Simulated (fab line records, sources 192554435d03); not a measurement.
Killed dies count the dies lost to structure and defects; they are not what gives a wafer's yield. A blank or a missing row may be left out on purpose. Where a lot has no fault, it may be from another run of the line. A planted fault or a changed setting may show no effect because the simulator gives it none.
Chamber matching + flow n5-finfet + N5_GATE_CUT_ETCH_28 on rie-diel-06 has 4 sister chambers
The step etches underlayer in N2/H2, target depth 13 nm, time 10.4 s. 4 wafers are shown with their chamber, then 10 later ones without.

WAFERS PAIRED WITH THEIR CHAMBERS
| wafer  | chamber | showerhead-plenum-p-Torr (Torr) |
|--------|---------|---------------------------------|
| L083.5 | 2       | 2.57                            |
| L083.6 | 3       | 2.64                            |
| L084.1 | 0       | 2.66                            |
| L084.3 | 1       | 2.37                            |

WAFERS WHOSE CHAMBER IS MISSING
| wafer  | showerhead-plenum-p-Torr (Torr) |
|--------|---------------------------------|
| L084.6 | 2.57                            |
| L088.1 | 2.64                            |
| L088.2 | 2.36                            |
| L088.5 | 2.57                            |
| L089.1 | 2.57                            |
| L089.3 | 2.66                            |
| L089.4 | 2.36                            |
| L094.1 | 2.56                            |
| L094.5 | 2.65                            |
| L094.6 | 2.36                            |

WHICH CHAMBER EACH WENT THROUGH
| wafer  | from the rows above     | in truth |
|--------|-------------------------|----------|
| L084.6 | 2                       | 2        |
| L088.1 | 3                       | 3        |
| L088.2 | 1                       | 1        |
| L088.5 | 2                       | 2        |
| L089.1 | 2                       | 2        |
| L089.3 | 0                       | 0        |
| L089.4 | 1                       | 1        |
| L094.1 | 2                       | 2        |
| L094.5 | can't be placed: 3 or 0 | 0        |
| L094.6 | 1                       | 1        |
Placed correctly: 9 of 10. These rows do not allow placing 1 (true chamber among the candidates in 1). 0 placed wrongly.
How it was worked out, from the rows above alone: a wafer's distance from a chamber is the root of the sum, over the readings, of the square of ((its reading less the chamber's mean) divided by the reading's scatter). If the next closest chamber is less than 2 further off than the closest, the wafer can't be placed; otherwise it belongs to the closest. The mean given for a chamber averages the wafers shown for that chamber. The scatter: with one shown wafer a chamber, the root of the mean of the squares of how far each hidden wafer lies from its nearest shown one.
